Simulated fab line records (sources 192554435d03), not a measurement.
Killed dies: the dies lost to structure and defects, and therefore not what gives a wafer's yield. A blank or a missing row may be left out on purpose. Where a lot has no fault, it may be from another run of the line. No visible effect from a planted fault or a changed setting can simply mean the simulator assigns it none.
Matching of chambers || flow n5_finfet || N5_BEOL_M3_ETCH_69 on rie_diel-05 has 4 sister chambers
The step etches SiARC in CF4, target depth 15.6 nm, time 26 s. 4 wafers are shown with their chamber, then 8 later ones without.

WAFERS PAIRED WITH THEIR CHAMBERS
{"wafer": "L076.4", "chamber": 3, "showerhead_plenum_p_Torr (Torr)": 2.20}
{"wafer": "L078.1", "chamber": 0, "showerhead_plenum_p_Torr (Torr)": 2.12}
{"wafer": "L082.5", "chamber": 1, "showerhead_plenum_p_Torr (Torr)": 2.05}
{"wafer": "L086.2", "chamber": 2, "showerhead_plenum_p_Torr (Torr)": 2.09}

WAFERS MISSING THEIR CHAMBER
{"wafer": "L086.3", "showerhead_plenum_p_Torr (Torr)": 2.05}
{"wafer": "L086.6", "showerhead_plenum_p_Torr (Torr)": 2.11}
{"wafer": "L087.2", "showerhead_plenum_p_Torr (Torr)": 2.09}
{"wafer": "L087.4", "showerhead_plenum_p_Torr (Torr)": 2.05}
{"wafer": "L087.6", "showerhead_plenum_p_Torr (Torr)": 2.09}
{"wafer": "L091.3", "showerhead_plenum_p_Torr (Torr)": 2.04}
{"wafer": "L091.4", "showerhead_plenum_p_Torr (Torr)": 2.09}
{"wafer": "L091.6", "showerhead_plenum_p_Torr (Torr)": 2.11}

THE CHAMBER EACH PASSED THROUGH
{"wafer": "L086.3", "from the rows above": 1, "in truth": 1}
{"wafer": "L086.6", "from the rows above": "can't be placed: 0 or 2", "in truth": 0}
{"wafer": "L087.2", "from the rows above": 2, "in truth": 2}
{"wafer": "L087.4", "from the rows above": 1, "in truth": 1}
{"wafer": "L087.6", "from the rows above": 2, "in truth": 2}
{"wafer": "L091.3", "from the rows above": 1, "in truth": 1}
{"wafer": "L091.4", "from the rows above": 2, "in truth": 2}
{"wafer": "L091.6", "from the rows above": "can't be placed: 0 or 2", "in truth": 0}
Correctly placed: 6 of 8. From these rows, 2 cannot be placed; in 2 the true chamber is one of the candidates. Placed wrongly: 0.
How it was worked out, from the rows above alone: a wafer's distance from a chamber is the root of the sum, over the readings, of the square of ((its reading less the chamber's mean) divided by the reading's scatter). If the next closest chamber is less than 2 further off than the closest, the wafer can't be placed; otherwise it belongs to the closest. For every chamber, the mean is computed from those of its wafers that are shown. The scatter (one wafer shown for each chamber): square how far every hidden wafer sits from the nearest shown wafer, average those squares and take the square root.
